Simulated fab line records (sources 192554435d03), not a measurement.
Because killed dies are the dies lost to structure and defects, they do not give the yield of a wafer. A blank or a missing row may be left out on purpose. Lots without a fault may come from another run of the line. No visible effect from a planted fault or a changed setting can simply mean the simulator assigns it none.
fab line records	flow n5-finfet	part 1 of 2: steps 1 to 4 of 6
record lots=23	wafers=69	last-day=18
route steps=1938 shown MOL_CONTACT_COAG@547 BEOL_M0_SAQP@634
lots untouched by any fault: they come from a run of this same line in which no faults occurred
start-h: hours from the record's opening day to when the first of the lot's shown wafers began	wait-h: how many hours have passed since the lot's step before this one	" repeats the value in the row above	L1.1+2: a single row standing in for several wafers	- no value, or no start given	* or withheld: withheld	< > ~ a bound
route shown NAME@n: NAME is a module with steps in the file, n the number in the route of the first one	usual: mean and standard deviation over wafers with no fault	same: alike in all rows	chamber/n: place in a boat	sites: the reading at each site	_std_site: the values' standard deviation	_edge_site: mean of outer sites minus mean of inner sites	radius-mm: how far each site lies from the wafer's centre	mask NAME#n: copy n	behind: the tool/chamber that last shaped the wafer	hold: why the lot went on hold/how many hours it stayed there/how the hold came to an end	device: which transistor (n, p or np) failed to switch	end of line: the route-end tests of the same wafers	for a step that has no rows: nothing shown but its recipe	killed: dies lost to structure and defects at the first sort, not the wafer's yield	map: dies across one wafer; x = killed, . = not, _ = none there
set.NAME: the setting as run; set.NAME@STEP: as run at that earlier step	model.NAME: the simulator's own value behind a step, which no gauge read
the route's steps for a sample of lots (tables are steps, rows are wafers)
services: from which hour (start-h, from the record's first day; less than 0 if before it) a tool's chamber was out of use, for how many hours, and why
## steps
# step N5_MOL_CONTACT_COAG_SPUTTER_143
# recipe material=Co	target-thk-a=25	temp-c=25	chamber-pressure-pa=0.2
# usual substrate-temp-c=24.99/0.097	throttle-valve-pct=29.6/0.96
lot.wafer	tool	chamber	start-h	wait-h	substrate-temp-c	throttle-valve-pct
L074.1	pvd-sputter-03	-	93.67	0.0	25.09	29.8
L074.2	"	-	"	"	24.95	28.8
L074.6	"	-	"	"	25.14	28.9
L075.1	pvd-sputter-01	-	98.81	0.0	24.82	30.2
L075.4	"	-	"	"	25.10	30.3
L075.5	"	-	"	"	25.04	28.6
L076.1	pvd-sputter-02	-	101.73	0.0	24.94	29.8
L076.2	"	-	"	"	24.87	27.6
L076.4	"	-	"	"	25.02	30.7
L077.2	pvd-sputter-03	-	110.89	0.0	25.12	31.6
L077.5	"	-	"	"	25.18	29.4
L077.6	"	-	"	"	24.97	30.9
L079.2	pvd-sputter-03	-	118.03	0.0	25.16	29.8
L079.4	"	-	"	"	25.16	30.4
L079.5	"	-	"	"	25.08	31.2
L080.3	pvd-sputter-02	-	132.38	0.0	24.90	29.4
L080.5	"	-	"	"	24.91	29.7
L080.6	"	-	"	"	24.98	30.1
L081.1	pvd-sputter-01	-	133.89	0.0	24.88	30.2
L081.3	"	-	"	"	25.08	29.0
L081.5	"	-	"	"	25.01	30.0
L082.1	pvd-sputter-01	-	139.92	0.0	24.92	30.5
L082.4	"	-	"	"	24.99	28.9
L082.5	"	-	"	"	24.85	29.8
L084.2	pvd-sputter-03	-	146.89	0.0	25.04	29.8
L084.3	"	-	"	"	24.94	28.8
L084.6	"	-	"	"	25.05	28.5
L083.2	pvd-sputter-01	-	150.23	0.0	24.79	28.9
L083.5	"	-	"	"	24.82	28.6
L083.6	"	-	"	"	25.17	29.9
L085.1	pvd-sputter-02	-	159.54	0.0	25.08	29.8
L085.5	"	-	"	"	24.88	27.6
L085.6	"	-	"	"	24.96	30.4
L086.1	pvd-sputter-01	-	164.40	0.0	24.92	28.6
L086.2	"	-	"	"	25.10	30.1
L086.3	"	-	"	"	24.99	29.0
L087.1	pvd-sputter-01	-	167.52	0.0	24.93	30.2
L087.3	"	-	"	"	25.00	29.1
L087.5	"	-	"	"	24.92	28.6
L088.2	pvd-sputter-02	-	181.30	0.0	25.02	30.6
L088.3	"	-	"	"	25.16	28.0
L088.5	"	-	"	"	24.86	29.8
L089.1	pvd-sputter-02	-	181.80	0.0	24.85	27.7
L089.2	"	-	"	"	25.06	29.5
L089.5	"	-	"	"	24.85	27.9
L090.3	pvd-sputter-03	-	185.38	0.0	25.00	31.5
L090.5	"	-	"	"	25.30	31.0
L090.6	"	-	"	"	24.83	28.9
L091.2	pvd-sputter-02	-	191.35	0.0	25.01	30.4
L091.4	"	-	"	"	25.03	29.9
L091.5	"	-	"	"	25.02	29.8
L092.2	pvd-sputter-01	-	199.38	0.0	24.94	30.2
L092.3	"	-	"	"	25.14	29.0
L092.5	"	-	"	"	25.10	29.1
L093.1	pvd-sputter-01	-	208.05	0.0	25.07	29.2
L093.3	"	-	"	"	24.96	28.5
L093.6	"	-	"	"	24.94	30.1
L094.2	pvd-sputter-01	-	215.57	0.0	24.86	30.5
L094.3	"	-	"	"	24.90	29.1
L094.5	"	-	"	"	24.98	28.6
L095.3	pvd-sputter-03	-	219.12	0.0	24.94	30.9
L095.4	"	-	"	"	24.97	29.0
L095.5	"	-	"	"	25.07	31.4
L096.3	pvd-sputter-02	-	236.35	0.0	24.98	29.8
L096.4	"	-	"	"	24.88	29.9
L096.5	"	-	"	"	25.04	29.5
L097.1	pvd-sputter-02	-	236.51	0.0	25.05	29.8
L097.2	"	-	"	"	25.09	28.0
L097.3	"	-	"	"	25.02	29.7
# step N5_MOL_CONTACT_COAG_ETCH_89
# recipe chemistry=N2/H2	target=underlayer	target-depth-a=130	mask-material=CAR-EUV	time-s=10.4	ion-energy-ev=200	pressure-mtorr=30	source-w=840	bias-w=150	n2-flow-sccm=200	h2-flow-sccm=200	ends=cleared
# usual drypump-motor-current-A=5.8/0.35	etch-rf-on-time-s=10.38/0.15	oes-product-au=0.68/0.083	rf-vpp-V=522.5/2.1	showerhead-plenum-p-Torr=2.50/0.062	throttle-valve-pct=17.91/0.28
lot.wafer	tool	chamber	start-h	wait-h	drypump-motor-current-A	etch-rf-on-time-s	oes-product-au	rf-hours-counter-h	rf-vpp-V	showerhead-plenum-p-Torr	throttle-valve-pct
L074.1	rie-diel-06	0	100.06	0.0	5.8	10.57	0.57	249	523.0	2.50	18.13
L074.2	"	2	"	"	5.9	10.49	0.58	241	523.0	2.50	17.70
L074.6	"	3	"	"	6.2	10.43	0.66	-	520.9	2.45	17.87
L075.1	rie-diel-05	1	105.48	0.0	5.1	10.36	0.58	248	522.6	2.51	18.10
L075.4	"	0	"	"	5.7	10.07	0.76	35	521.5	2.49	17.66
L075.5	"	3	"	"	5.7	10.15	0.63	-	521.5	2.52	17.88
L076.1	rie-diel-02	3	109.08	0.0	6.1	10.29	0.63	173	520.9	2.43	18.33
L076.2	"	2	"	"	6.1	10.42	0.66	158	525.5	2.65	18.22
L076.4	"	1	"	"	5.0	10.43	0.63	161	520.0	2.44	17.82
L077.2	rie-diel-05	0	118.97	0.0	5.6	10.07	0.76	40	521.4	2.49	17.66
L077.5	"	0	"	"	5.7	10.12	0.75	-	522.7	2.49	17.64
L077.6	"	2	"	"	6.2	10.28	0.60	-	524.6	2.61	18.17
L079.2	rie-diel-02	3	125.58	0.0	6.1	10.30	0.62	180	521.4	2.43	18.35
L079.4	"	1	"	"	5.0	10.51	0.63	168	519.2	2.44	17.85
L079.5	"	2	"	"	6.1	10.40	0.65	-	523.7	2.64	18.24
L080.3	rie-diel-05	1	142.90	0.0	5.1	10.25	0.84	6	522.3	2.51	17.70
L080.5	"	1	"	"	5.1	10.27	0.84	-	523.1	2.51	17.69
L080.6	"	0	"	"	5.7	10.09	0.74	-	520.4	2.48	17.67
L081.1	rie-diel-06	3	143.53	0.0	6.2	10.41	0.65	156	519.4	2.44	17.90
L081.3	"	1	"	"	6.0	10.45	0.64	154	523.8	2.55	18.21
L081.5	"	1	"	"	6.0	10.49	0.63	-	524.9	2.55	18.20
L082.1	rie-diel-06	3	147.32	0.0	6.2	10.37	0.65	159	521.2	2.44	17.91
L082.4	"	0	"	"	5.8	10.17	0.83	-	523.7	2.49	17.68
L082.5	"	3	"	"	6.2	10.35	0.65	-	518.8	2.44	17.89
L084.2	rie-diel-05	1	154.63	0.0	5.1	10.32	0.83	10	524.1	2.51	17.69
L084.3	"	0	"	"	5.6	10.31	0.74	55	521.8	2.48	17.69
L084.6	"	3	"	"	5.7	10.32	0.61	-	522.1	2.51	17.90
L083.2	rie-diel-02	2	156.08	0.0	6.2	10.45	0.64	174	526.3	2.64	18.25
L083.5	"	3	"	"	6.1	10.31	0.62	-	520.0	2.43	18.37
L083.6	"	0	"	"	5.9	10.80	0.60	-	519.0	2.41	18.05
L085.1	rie-diel-05	1	165.59	0.0	5.1	10.45	0.81	15	522.4	2.51	17.69
L085.5	"	1	"	"	5.1	10.45	0.80	-	522.9	2.51	17.68
L085.6	"	3	"	"	5.8	10.32	0.61	-	521.8	2.51	17.91
L086.1	rie-diel-06	2	170.85	0.0	5.9	10.21	0.82	11	522.0	2.49	17.31
L086.2	"	0	"	"	5.8	10.25	0.80	19	522.0	2.49	17.70
L086.3	"	1	"	"	6.0	10.33	0.63	167	525.3	2.55	18.22
L087.1	rie-diel-05	0	175.09	0.0	5.6	10.33	0.72	59	520.7	2.48	17.69
L087.3	"	2	"	"	6.2	10.40	0.82	2	525.0	2.60	17.77
L087.5	"	1	"	"	5.1	10.35	0.80	-	521.3	2.50	17.72
L088.2	rie-diel-06	2	189.73	0.0	5.9	10.48	0.80	17	521.0	2.48	17.31
L088.3	"	0	"	"	5.8	10.41	0.78	26	523.0	2.49	17.70
L088.5	"	1	"	"	6.0	10.57	0.62	-	523.3	2.54	18.22
L089.1	rie-diel-06	2	189.96	0.0	5.9	10.32	0.80	17	523.3	2.48	17.33
L089.2	"	3	"	"	6.2	10.41	0.65	165	521.4	2.44	17.91
L089.5	"	2	"	"	5.9	10.36	0.81	-	521.0	2.48	17.31
L090.3	rie-diel-05	0	193.56	0.0	5.7	10.30	0.72	66	520.8	2.48	17.71
L090.5	"	0	"	"	5.7	10.30	0.71	-	522.3	2.48	17.72
L090.6	"	3	"	"	5.7	10.36	0.61	-	522.8	2.50	17.93
L091.2	rie-diel-06	1	198.55	0.0	5.9	10.57	0.62	177	522.7	2.54	18.24
L091.4	"	0	"	"	5.8	10.42	0.78	29	522.2	2.49	17.69
L091.5	"	3	"	"	6.2	10.42	0.64	-	521.2	2.44	17.90
L092.2	rie-diel-02	0	205.21	0.0	5.9	10.69	0.59	223	520.8	2.40	18.08
L092.3	"	2	"	"	6.1	10.35	0.64	193	527.6	2.63	18.29
L092.5	"	3	"	"	6.1	10.32	0.60	-	518.8	2.42	18.39
L093.1	rie-diel-02	1	216.32	0.0	5.0	10.35	0.62	197	521.6	2.42	17.88
L093.3	"	2	"	"	6.2	10.54	0.62	197	526.1	2.63	18.28
L093.6	"	1	"	"	5.0	10.54	0.61	-	520.0	2.42	17.90
L094.2	rie-diel-05	0	222.64	0.0	5.6	10.18	0.71	76	521.6	2.47	17.71
L094.3	"	3	"	"	5.7	10.24	0.61	235	523.1	2.50	17.93
L094.5	"	2	"	"	6.2	10.28	0.77	-	525.9	2.59	17.80
L095.3	rie-diel-06	0	227.68	0.0	5.8	10.39	0.76	39	522.9	2.48	17.73
L095.4	"	2	"	"	5.9	10.37	0.78	30	522.8	2.48	17.33
L095.5	"	2	"	"	5.9	10.26	0.79	-	522.8	2.48	17.33
L096.3	rie-diel-06	2	246.22	0.0	5.9	10.28	0.77	35	522.8	2.48	17.33
L096.4	"	0	"	"	5.8	10.30	0.76	44	522.3	2.48	17.75
L096.5	"	0	"	"	5.8	10.30	0.75	-	519.7	2.48	17.72
L097.1	rie-diel-02	2	246.38	0.0	6.2	10.41	0.63	207	526.7	2.62	18.30
L097.2	"	0	"	"	5.9	10.84	0.58	239	519.6	2.40	18.12
L097.3	"	1	"	"	5.0	10.36	0.61	207	519.9	2.42	17.90
# step N5_MOL_CONTACT_COAG_CD_MEAS_40
# recipe target-cd-nm=25.1	landing-energy-ev=500	detector=se-inlens	polarity=opening
# usual cd-nm=25.07/0.23
lot.wafer	tool	chamber	start-h	wait-h	cd-nm
L074.1	cd-sem-03	0	101.27	-	25.26
L074.2	"	0	"	"	25.21
L074.6	"	0	"	"	24.96
L075.1	cd-sem-01	0	106.69	-	25.34
L075.4	"	0	"	"	24.95
L075.5	"	0	"	"	24.92
L076.1	cd-sem-01	0	110.40	-	25.76
L076.2	"	0	"	"	25.66
L076.4	"	0	"	"	24.99
L077.2	cd-sem-02	0	120.06	-	25.27
L077.5	"	0	"	"	24.97
L077.6	"	0	"	"	25.42
L079.2	cd-sem-02	0	126.80	-	25.13
L079.4	"	0	"	"	24.77
L079.5	"	0	"	"	25.54
L080.3	cd-sem-03	0	144.12	-	25.26
L080.5	"	0	"	"	25.43
L080.6	"	0	"	"	25.33
L081.1	cd-sem-02	0	144.63	-	25.10
L081.3	"	0	"	"	24.91
L081.5	"	0	"	"	25.41
L082.1	cd-sem-02	0	148.54	-	24.84
L082.4	"	0	"	"	24.88
L082.5	"	0	"	"	24.94
L084.2	cd-sem-02	0	156.01	-	25.38
L084.3	"	0	"	"	25.20
L084.6	"	0	"	"	25.22
L083.2	cd-sem-01	0	157.32	-	24.75
L083.5	"	0	"	"	25.01
L083.6	"	0	"	"	25.22
L085.1	cd-sem-03	0	167.21	-	25.47
L085.5	"	0	"	"	25.10
L085.6	"	0	"	"	25.06
L086.1	cd-sem-02	0	172.09	-	25.15
L086.2	"	0	"	"	25.34
L086.3	"	0	"	"	25.03
L087.1	cd-sem-02	0	176.32	-	25.10
L087.3	"	0	"	"	24.78
L087.5	"	0	"	"	25.12
L088.2	cd-sem-03	0	191.16	-	24.94
L088.3	"	0	"	"	25.05
L088.5	"	0	"	"	24.79
L089.1	cd-sem-03	0	191.37	-	25.14
L089.2	"	0	"	"	25.01
L089.5	"	0	"	"	24.72
L090.3	cd-sem-01	0	194.67	-	25.22
L090.5	"	0	"	"	24.98
L090.6	"	0	"	"	25.22
L091.2	cd-sem-02	0	200.09	-	25.16
L091.4	"	0	"	"	25.01
L091.5	"	0	"	"	24.80
L092.2	cd-sem-01	0	206.41	-	24.61
L092.3	"	0	"	"	25.16
L092.5	"	0	"	"	24.87
L093.1	cd-sem-01	0	217.41	-	25.00
L093.3	"	0	"	"	25.12
L093.6	"	0	"	"	25.04
L094.2	cd-sem-01	0	223.86	-	25.18
L094.3	"	0	"	"	25.03
L094.5	"	0	"	"	25.42
L095.3	cd-sem-03	0	228.98	-	24.87
L095.4	"	0	"	"	24.92
L095.5	"	0	"	"	24.63
L096.3	cd-sem-03	0	247.50	-	24.98
L096.4	"	0	"	"	24.98
L096.5	"	0	"	"	25.31
L097.1	cd-sem-02	0	247.70	-	24.45
L097.2	"	0	"	"	24.94
L097.3	"	0	"	"	25.09
# step N5_MOL_CONTACT_COAG_ETCH_67
# recipe chemistry=N2/H2	target=SOC	target-depth-a=600	overetch-a=210	mask-material=SiARC	temp-c=40	time-s=101.2	ion-energy-ev=200	pressure-mtorr=30	source-w=840	bias-w=150	n2-flow-sccm=200	h2-flow-sccm=200
# usual drypump-motor-current-A=5.8/0.37	oes-product-au=0.64/0.062	rf-vpp-V=522.6/2.3	showerhead-plenum-p-Torr=2.50/0.078	throttle-valve-pct=17.98/0.28
lot.wafer	tool	chamber	start-h	wait-h	drypump-motor-current-A	oes-product-au	rf-hours-counter-h	rf-vpp-V	showerhead-plenum-p-Torr	throttle-valve-pct
L074.1	rie-diel-05	2	101.74	0.0	6.2	0.58	230	525.0	2.61	18.13
L074.2	"	3	"	"	5.8	0.62	191	525.1	2.52	17.81
L074.6	"	3	"	"	5.8	0.62	-	524.9	2.52	17.82
L075.1	rie-diel-05	0	107.37	0.0	5.7	0.73	36	522.2	2.49	17.62
L075.4	"	2	"	"	6.2	0.58	232	525.9	2.61	18.14
L075.5	"	3	"	"	5.8	0.61	-	523.7	2.52	17.84
L076.1	rie-diel-06	3	111.11	0.0	6.1	0.65	144	521.3	2.45	17.84
L076.2	"	1	"	"	6.0	0.64	142	524.6	2.56	18.15
L076.4	"	2	"	"	5.9	0.58	-	523.6	2.49	17.65
L077.2	rie-diel-06	2	120.53	0.0	5.9	0.57	248	523.2	2.49	17.66
L077.5	"	1	"	"	6.0	0.64	-	523.7	2.56	18.15
L077.6	"	3	"	"	6.2	0.65	-	523.0	2.44	17.84
L079.2	rie-diel-05	2	127.27	0.0	6.2	0.58	240	523.4	2.61	18.14
L079.4	"	0	"	"	5.6	0.73	-	522.8	2.49	17.64
L079.5	"	3	"	"	5.7	0.61	-	523.5	2.51	17.85
L080.3	rie-diel-05	2	144.58	0.0	6.2	0.57	247	525.0	2.60	18.15
L080.5	"	3	"	"	5.7	0.60	-	523.6	2.51	17.86
L080.6	"	0	"	"	5.6	0.72	-	522.7	2.48	17.64
L081.1	rie-diel-02	0	145.10	0.0	5.9	0.61	201	520.4	2.41	18.02
L081.3	"	2	"	"	6.2	0.64	171	527.0	2.64	18.21
L081.5	"	2	"	"	6.2	0.64	-	527.3	2.64	18.22
L082.1	rie-diel-02	0	149.06	0.0	5.9	0.61	203	519.2	2.41	18.03
L082.4	"	2	"	"	6.1	0.64	172	526.4	2.64	18.20
L082.5	"	2	"	"	6.1	0.64	-	527.5	2.64	18.22
L084.2	rie-diel-05	1	156.56	0.0	5.1	0.81	11	521.6	2.51	17.67
L084.3	"	0	"	"	5.7	0.72	55	521.9	2.48	17.64
L084.6	"	0	"	"	5.7	0.71	-	523.7	2.48	17.63
L083.2	rie-diel-02	1	157.89	0.0	5.0	0.62	178	520.0	2.43	17.83
L083.5	"	2	"	"	6.2	0.64	-	525.8	2.64	18.22
L083.6	"	3	"	"	6.1	0.60	-	521.4	2.43	18.34
L085.1	rie-diel-02	3	167.84	0.0	6.1	0.60	192	520.2	2.43	18.32
L085.5	"	1	"	"	5.0	0.61	-	520.0	2.43	17.83
L085.6	"	0	"	"	5.9	0.60	-	519.8	2.41	18.03
L086.1	rie-diel-02	2	172.89	0.0	6.2	0.63	180	526.4	2.64	18.23
L086.2	"	3	"	"	6.1	0.60	193	518.8	2.43	18.33
L086.3	"	0	"	"	5.9	0.60	212	518.7	2.41	18.01
L087.1	rie-diel-06	0	176.85	0.0	5.8	0.79	21	522.6	2.49	17.67
L087.3	"	2	"	"	5.9	0.80	13	523.0	2.48	17.28
L087.5	"	2	"	"	5.9	0.79	-	523.6	2.48	17.28
L088.2	rie-diel-02	3	191.69	0.0	6.1	0.60	200	519.4	2.42	18.35
L088.3	"	0	"	"	5.9	0.59	218	520.5	2.40	18.07
L088.5	"	3	"	"	6.1	0.59	-	520.4	2.42	18.34
L089.1	rie-diel-02	2	192.03	0.0	6.1	0.63	187	526.9	2.63	18.24
L089.2	"	3	"	"	6.1	0.59	200	520.4	2.42	18.34
L089.5	"	3	"	"	6.1	0.59	-	520.0	2.42	18.35
L090.3	rie-diel-02	3	195.52	0.0	6.1	0.60	202	521.7	2.42	18.35
L090.5	"	2	"	"	6.2	0.63	-	526.4	2.63	18.25
L090.6	"	0	"	"	5.9	0.60	-	521.0	2.40	18.06
L091.2	rie-diel-02	2	200.56	0.0	6.1	0.62	191	526.1	2.63	18.25
L091.4	"	0	"	"	5.9	0.60	-	518.6	2.40	18.05
L091.5	"	3	"	"	6.1	0.59	-	520.4	2.42	18.35
L092.2	rie-diel-06	2	206.94	0.0	5.9	0.78	22	521.6	2.48	17.29
L092.3	"	0	"	"	5.8	0.75	31	523.0	2.49	17.69
L092.5	"	2	"	"	5.9	0.78	-	520.8	2.48	17.30
L093.1	rie-diel-06	0	217.97	0.0	5.8	0.75	35	521.7	2.48	17.70
L093.3	"	3	"	"	6.2	0.64	175	521.2	2.43	17.89
L093.6	"	0	"	"	5.8	0.75	-	522.7	2.48	17.69
L094.2	rie-diel-02	3	224.34	0.0	6.1	0.60	213	520.9	2.42	18.37
L094.3	"	0	"	"	5.9	0.59	231	520.2	2.40	18.08
L094.5	"	2	"	"	6.2	0.62	-	525.9	2.63	18.27
L095.3	rie-diel-06	1	229.45	0.0	6.0	0.61	187	524.0	2.54	18.22
L095.4	"	2	"	"	5.9	0.77	30	520.7	2.48	17.30
L095.5	"	1	"	"	6.0	0.61	-	523.5	2.54	18.21
L096.3	rie-diel-02	1	248.10	0.0	5.0	0.60	207	521.4	2.42	17.87
L096.4	"	0	"	"	5.9	0.59	239	519.5	2.40	18.09
L096.5	"	1	"	"	5.0	0.60	-	520.2	2.42	17.87
L097.1	rie-diel-05	1	248.66	0.0	5.1	0.75	46	521.9	2.49	17.73
L097.2	"	3	"	"	5.8	0.59	244	522.5	2.49	17.92
L097.3	"	2	"	"	6.2	0.73	30	525.3	2.59	17.77
